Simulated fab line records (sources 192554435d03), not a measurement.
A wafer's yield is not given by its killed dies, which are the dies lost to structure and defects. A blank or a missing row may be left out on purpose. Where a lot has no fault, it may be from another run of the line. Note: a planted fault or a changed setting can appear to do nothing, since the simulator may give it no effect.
Chamber matching || flow n5Finfet || N5_BEOL_M3_DEP_57 on pecvd-04: 3 sister chambers
The step deposits SiCN from 3MS/NH3, target thk 8 nm, time 14 s. 22 wafers are shown with their chamber, then 11 later ones without.

== WAFERS, EACH WITH ITS CHAMBER ==
{"wafer": "L074.2", "chamber": 2, "throttleValvePct (%)": 8.5, "showerheadPlenumPTorr (Torr)": 3.676, "chamberPressureTorr (Torr)": 2.998}
{"wafer": "L074.3", "chamber": 0, "throttleValvePct (%)": 8.9, "showerheadPlenumPTorr (Torr)": 3.675, "chamberPressureTorr (Torr)": 3.005}
{"wafer": "L074.4", "chamber": 0, "throttleValvePct (%)": 8.9, "showerheadPlenumPTorr (Torr)": 3.679, "chamberPressureTorr (Torr)": 2.994}
{"wafer": "L075.2", "chamber": 2, "throttleValvePct (%)": 8.3, "showerheadPlenumPTorr (Torr)": 3.679, "chamberPressureTorr (Torr)": 2.998}
{"wafer": "L075.4", "chamber": 0, "throttleValvePct (%)": 8.5, "showerheadPlenumPTorr (Torr)": 3.669, "chamberPressureTorr (Torr)": 3.015}
{"wafer": "L075.5", "chamber": 1, "throttleValvePct (%)": 9.5, "showerheadPlenumPTorr (Torr)": 3.665, "chamberPressureTorr (Torr)": 2.997}
{"wafer": "L080.1", "chamber": 1, "throttleValvePct (%)": 9.7, "showerheadPlenumPTorr (Torr)": 3.656, "chamberPressureTorr (Torr)": 2.994}
{"wafer": "L080.2", "chamber": 2, "throttleValvePct (%)": 8.3, "showerheadPlenumPTorr (Torr)": 3.677, "chamberPressureTorr (Torr)": 2.994}
{"wafer": "L080.4", "chamber": 2, "throttleValvePct (%)": 8.3, "showerheadPlenumPTorr (Torr)": 3.675, "chamberPressureTorr (Torr)": 3.014}
{"wafer": "L081.1", "chamber": 0, "throttleValvePct (%)": 8.7, "showerheadPlenumPTorr (Torr)": 3.667, "chamberPressureTorr (Torr)": 2.996}
{"wafer": "L081.2", "chamber": 1, "throttleValvePct (%)": 9.6, "showerheadPlenumPTorr (Torr)": 3.655, "chamberPressureTorr (Torr)": 3.011}
{"wafer": "L081.3", "chamber": 2, "throttleValvePct (%)": 8.6, "showerheadPlenumPTorr (Torr)": 3.680, "chamberPressureTorr (Torr)": 3.011}
{"wafer": "L082.1", "chamber": 2, "throttleValvePct (%)": 8.6, "showerheadPlenumPTorr (Torr)": 3.675, "chamberPressureTorr (Torr)": 2.994}
{"wafer": "L082.2", "chamber": 1, "throttleValvePct (%)": 9.8, "showerheadPlenumPTorr (Torr)": 3.666, "chamberPressureTorr (Torr)": 2.999}
{"wafer": "L082.6", "chamber": 2, "throttleValvePct (%)": 8.1, "showerheadPlenumPTorr (Torr)": 3.674, "chamberPressureTorr (Torr)": 2.998}
{"wafer": "L083.1", "chamber": 1, "throttleValvePct (%)": 9.4, "showerheadPlenumPTorr (Torr)": 3.656, "chamberPressureTorr (Torr)": 3.005}
{"wafer": "L083.2", "chamber": 2, "throttleValvePct (%)": 8.5, "showerheadPlenumPTorr (Torr)": 3.697, "chamberPressureTorr (Torr)": 3.005}
{"wafer": "L083.4", "chamber": 0, "throttleValvePct (%)": 8.8, "showerheadPlenumPTorr (Torr)": 3.664, "chamberPressureTorr (Torr)": 3.011}
{"wafer": "L085.2", "chamber": 0, "throttleValvePct (%)": 8.5, "showerheadPlenumPTorr (Torr)": 3.664, "chamberPressureTorr (Torr)": 2.998}
{"wafer": "L085.3", "chamber": 1, "throttleValvePct (%)": 9.4, "showerheadPlenumPTorr (Torr)": 3.651, "chamberPressureTorr (Torr)": 2.994}
{"wafer": "L085.6", "chamber": 2, "throttleValvePct (%)": 8.4, "showerheadPlenumPTorr (Torr)": 3.683, "chamberPressureTorr (Torr)": 2.992}
{"wafer": "L091.2", "chamber": 0, "throttleValvePct (%)": 8.6, "showerheadPlenumPTorr (Torr)": 3.656, "chamberPressureTorr (Torr)": 3.009}

SIGNATURES, as means of the wafers listed above
{"reading": "throttleValvePct", "chamber 0": 8.700, "chamber 1": 9.567, "chamber 2": 8.400, "scatter within a chamber": 0.168}
{"reading": "showerheadPlenumPTorr", "chamber 0": 3.66771, "chamber 1": 3.65817, "chamber 2": 3.67956, "scatter within a chamber": 0.00701}
{"reading": "chamberPressureTorr", "chamber 0": 3.00400, "chamber 1": 3.00000, "chamber 2": 3.00044, "scatter within a chamber": 0.00765}
Rule: for a wafer and a chamber, the distance is found by dividing, reading by reading, the gap between the wafer's reading and the chamber's mean by the reading's scatter, squaring, summing and taking the root. The wafer belongs to the nearest chamber; if the next one is less than 2 further off, it can't be placed. The scatter: take each reading less its chamber's mean, square it, sum over the shown wafers, divide by the number of wafers less the number of chambers, and take the root.

== WAFERS WITHOUT THEIR CHAMBER ==
{"wafer": "L091.3", "throttleValvePct (%)": 9.0, "showerheadPlenumPTorr (Torr)": 3.660, "chamberPressureTorr (Torr)": 2.995}
{"wafer": "L091.4", "throttleValvePct (%)": 9.7, "showerheadPlenumPTorr (Torr)": 3.659, "chamberPressureTorr (Torr)": 2.991}
{"wafer": "L094.2", "throttleValvePct (%)": 8.4, "showerheadPlenumPTorr (Torr)": 3.677, "chamberPressureTorr (Torr)": 3.013}
{"wafer": "L094.5", "throttleValvePct (%)": 8.7, "showerheadPlenumPTorr (Torr)": 3.672, "chamberPressureTorr (Torr)": 2.997}
{"wafer": "L094.6", "throttleValvePct (%)": 8.6, "showerheadPlenumPTorr (Torr)": 3.679, "chamberPressureTorr (Torr)": 3.000}
{"wafer": "L093.2", "throttleValvePct (%)": 8.8, "showerheadPlenumPTorr (Torr)": 3.670, "chamberPressureTorr (Torr)": 2.996}
{"wafer": "L093.4", "throttleValvePct (%)": 8.7, "showerheadPlenumPTorr (Torr)": 3.671, "chamberPressureTorr (Torr)": 3.001}
{"wafer": "L093.6", "throttleValvePct (%)": 9.4, "showerheadPlenumPTorr (Torr)": 3.656, "chamberPressureTorr (Torr)": 3.000}
{"wafer": "L095.1", "throttleValvePct (%)": 8.4, "showerheadPlenumPTorr (Torr)": 3.672, "chamberPressureTorr (Torr)": 3.012}
{"wafer": "L095.3", "throttleValvePct (%)": 9.7, "showerheadPlenumPTorr (Torr)": 3.659, "chamberPressureTorr (Torr)": 3.007}
{"wafer": "L095.4", "throttleValvePct (%)": 9.1, "showerheadPlenumPTorr (Torr)": 3.659, "chamberPressureTorr (Torr)": 2.987}

== THE CHAMBER EACH PASSED THROUGH ==
{"wafer": "L091.3", "from the rows above": "can't be placed: 0 or 1", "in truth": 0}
{"wafer": "L091.4", "from the rows above": 1, "in truth": 1}
{"wafer": "L094.2", "from the rows above": "can't be placed: 2 or 0", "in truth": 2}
{"wafer": "L094.5", "from the rows above": "can't be placed: 0 or 2", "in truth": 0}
{"wafer": "L094.6", "from the rows above": "can't be placed: 2 or 0", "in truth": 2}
{"wafer": "L093.2", "from the rows above": "can't be placed: 0 or 2", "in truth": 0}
{"wafer": "L093.4", "from the rows above": "can't be placed: 0 or 2", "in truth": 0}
{"wafer": "L093.6", "from the rows above": 1, "in truth": 1}
{"wafer": "L095.1", "from the rows above": "can't be placed: 2 or 0", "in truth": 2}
{"wafer": "L095.3", "from the rows above": 1, "in truth": 1}
{"wafer": "L095.4", "from the rows above": "can't be placed: 1 or 0", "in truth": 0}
Correct placement for 3 of the 11. These rows do not allow placing 8 (true chamber among the candidates in 8). Wrongly placed: 0.
